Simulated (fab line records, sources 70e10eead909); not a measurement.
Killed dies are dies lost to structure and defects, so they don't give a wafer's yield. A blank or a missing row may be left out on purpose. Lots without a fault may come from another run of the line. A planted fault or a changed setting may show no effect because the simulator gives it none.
Which tool did it? | flow nand_harc | 14 lots, 42 wafers sampled, at 4 steps of a route of 1302

WHAT THE GAUGES READ, wafer by wafer
NHARC_A_ONON_D1_THK_MEAS_08: measures by ellipsometry. Usual: thk_nm 1000 nm, standard deviation 8.1.
lot  | measured     | on            | thk_nm (nm)    | flag
L886 | day 8 12:56  | film_metro-02 | 992 992 994    |
L887 | day 8 23:37  | film_metro-02 | 1003 1002 1001 |
L888 | day 9 10:47  | film_metro-02 | 1015 1016 1013 |
L892 | day 10 21:11 | film_metro-02 | 997 996 996    |
L894 | day 11 21:12 | film_metro-01 | 1000 1001 1001 |
L899 | day 14 01:49 | film_metro-01 | 983 983 984    |
L900 | day 14 09:25 | film_metro-02 | 1000 1001 1001 |
L901 | day 15 04:56 | film_metro-01 | 1008 1010 1008 |
L903 | day 15 12:17 | film_metro-01 | 993 993 991    |
L904 | day 15 20:24 | film_metro-02 | 1006 1006 1005 |
L906 | day 16 17:30 | film_metro-01 | 992 995 994    |
L905 | day 16 17:17 | film_metro-01 | 992 994 994    |
L907 | day 16 17:38 | film_metro-01 | 1013 1012 1013 |
L908 | day 17 09:00 | film_metro-01 | 999 998 999    |

NHARC_A_ONON_D1_THK_MEAS_11: measures by ellipsometry. Usual: thk_nm 1001 nm, standard deviation 11.
lot  | measured     | on            | thk_nm (nm)                   | flag
L886 | day 8 13:30  | film_metro-01 | 993 993 994                   |
L887 | day 9 00:10  | film_metro-01 | 1009 1011 1008                |
L888 | day 9 11:22  | film_metro-02 | 1011 1012 1012                |
L892 | day 10 21:45 | film_metro-01 | 1444 1445 1446 1443 1445 1444 | OFF
L894 | day 11 21:46 | film_metro-02 | 1434 1435 1434 1435 1434 1435 | OFF
L899 | day 14 02:24 | film_metro-02 | 999 997 1000                  |
L900 | day 14 09:59 | film_metro-02 | 1002 1002 1005                |
L901 | day 15 05:31 | film_metro-01 | 991 992 991                   |
L903 | day 15 12:52 | film_metro-02 | 1023 1021 1021                |
L904 | day 15 20:58 | film_metro-02 | 989 988 986                   |
L906 | day 16 18:04 | film_metro-01 | 999 1000 1001                 |
L905 | day 16 17:51 | film_metro-01 | 1008 1008 1009                |
L907 | day 16 18:13 | film_metro-01 | 976 977 976                   |
L908 | day 17 09:34 | film_metro-02 | 1010 1009 1010                |

WHICH TOOL RAN EACH LOT (tool, then ch and the chambers of the sampled wafers, then the start)
lot  | NHARC_A_ZERO_WELL_DESCUM_12        | NHARC_A_ONON_D1_DEP_09
L886 | rie_diel-13 ch 1,2, day 7 10:17    | pecvd_onon-03 ch 0, day 8 13:04
L887 | rie_diel-04 ch 0,1,2, day 7 23:29  | pecvd_onon-03 ch 0, day 8 23:43
L888 | rie_diel-13 ch 1,2,3, day 8 07:00  | pecvd_onon-01 ch 0, day 9 10:55
L892 | rie_diel-13 ch 1,2,3, day 9 22:09  | pecvd_onon-01 ch 0, day 10 21:18
L894 | rie_diel-13 ch 0,2, day 10 21:17   | pecvd_onon-01 ch 0, day 11 21:19
L899 | rie_diel-13 ch 0,1,3, day 13 02:56 | pecvd_onon-02 ch 0, day 14 01:52
L900 | rie_diel-04 ch 0,2, day 13 08:55   | pecvd_onon-03 ch 0, day 14 09:28
L901 | rie_diel-13 ch 0,1,2, day 14 05:41 | pecvd_onon-01 ch 0, day 15 05:04
L903 | rie_diel-13 ch 0,1,3, day 14 12:47 | pecvd_onon-02 ch 0, day 15 12:31
L904 | rie_diel-13 ch 1,2,3, day 14 20:43 | pecvd_onon-01 ch 0, day 15 20:31
L906 | rie_diel-13 ch 0,1, day 15 18:21   | pecvd_onon-03 ch 0, day 16 17:40
L905 | rie_diel-13 ch 0,1,3, day 15 18:37 | pecvd_onon-01 ch 0, day 16 17:20
L907 | rie_diel-02 ch 0,2,3, day 15 20:17 | pecvd_onon-01 ch 0, day 16 17:46
L908 | rie_diel-04 ch 0,3, day 16 08:58   | pecvd_onon-01 ch 0, day 17 09:03
- NHARC_A_ZERO_WELL_DESCUM_12: chemistry O2, time 3 s.
- NHARC_A_ONON_D1_DEP_09: target thk 1000 nm.

WHAT THE TOOLS THEMSELVES READ (means of the sampled wafers that have a number; where no wafer has one, the mark that the record gives instead)
NHARC_A_ZERO_WELL_DESCUM_12. Usual: drypump_motor_current_A 5.8 A, standard deviation 0.57; oes_product_au 0.998 a.u., standard deviation 0.015; rf_vpp_V 57.6 V, standard deviation 0.86; showerhead_plenum_p_Torr 1.86 Torr, standard deviation 0.079; throttle_valve_pct 11.311 %, standard deviation 0.0089.
lot  | tool        | drypump_motor_current_A (A) | oes_product_au (a.u.) | rf_vpp_V (V) | showerhead_plenum_p_Torr (Torr) | throttle_valve_pct (%) | flag
L886 | rie_diel-13 | 6.1                         | 1.014                 | 58.1         | 1.87                            | 11.312                 |
L887 | rie_diel-04 | 6.0                         | 0.998                 | 57.8         | 1.95                            | 11.307                 |
L888 | rie_diel-13 | 5.9                         | 0.996                 | 57.6         | 1.83                            | 11.305                 |
L892 | rie_diel-13 | 5.9                         | 0.999                 | 58.8         | 1.83                            | 11.316                 |
L894 | rie_diel-13 | 6.5                         | 1.009                 | 56.9         | 1.89                            | 11.315                 |
L899 | rie_diel-13 | 5.7                         | 0.999                 | 57.5         | 1.81                            | 11.302                 |
L900 | rie_diel-04 | 5.8                         | 1.003                 | 58.2         | 1.95                            | 11.314                 |
L901 | rie_diel-13 | 5.9                         | 1.002                 | 57.5         | 1.85                            | 11.320                 |
L903 | rie_diel-13 | 5.7                         | 0.986                 | 57.1         | 1.81                            | 11.309                 |
L904 | rie_diel-13 | 5.9                         | 0.996                 | 58.0         | 1.83                            | 11.305                 |
L906 | rie_diel-13 | 5.4                         | 0.999                 | 57.6         | 1.81                            | 11.307                 |
L905 | rie_diel-13 | 5.7                         | 0.995                 | 57.7         | 1.81                            | 11.302                 |
L907 | rie_diel-02 | 5.6                         | 0.998                 | 57.6         | 1.90                            | 11.304                 |
L908 | rie_diel-04 | 5.2                         | 0.994                 | 57.5         | 1.83                            | 11.306                 |

THE ANSWER, worked out from the rows above alone
Rule: a lot is off if the mean of its wafers that have a number lies more than 3 standard deviations from the usual mean. A lot without any number at a reading at which 4 lots or more have one is off too. The other lots that the step has rows for count as sound. The gauges are gone through in route order, then the tools' own readings, and for those a lot's mean is taken as printed above. The first step at which some lot is off is used, and at that step the reading that is off furthest; a lot without a number counts as furthest.
Off: L892, L894, at NHARC_A_ONON_D1_THK_MEAS_11 (thk_nm).
A tool fits if, at a process step before that reading, it ran every lot that is off, and no sound lot after the first of them. The gauges at NHARC_A_ONON_D1_THK_MEAS_11 are tried like those tools. None of those tried fits.

WHAT THE SIMULATOR HAD PUT IN
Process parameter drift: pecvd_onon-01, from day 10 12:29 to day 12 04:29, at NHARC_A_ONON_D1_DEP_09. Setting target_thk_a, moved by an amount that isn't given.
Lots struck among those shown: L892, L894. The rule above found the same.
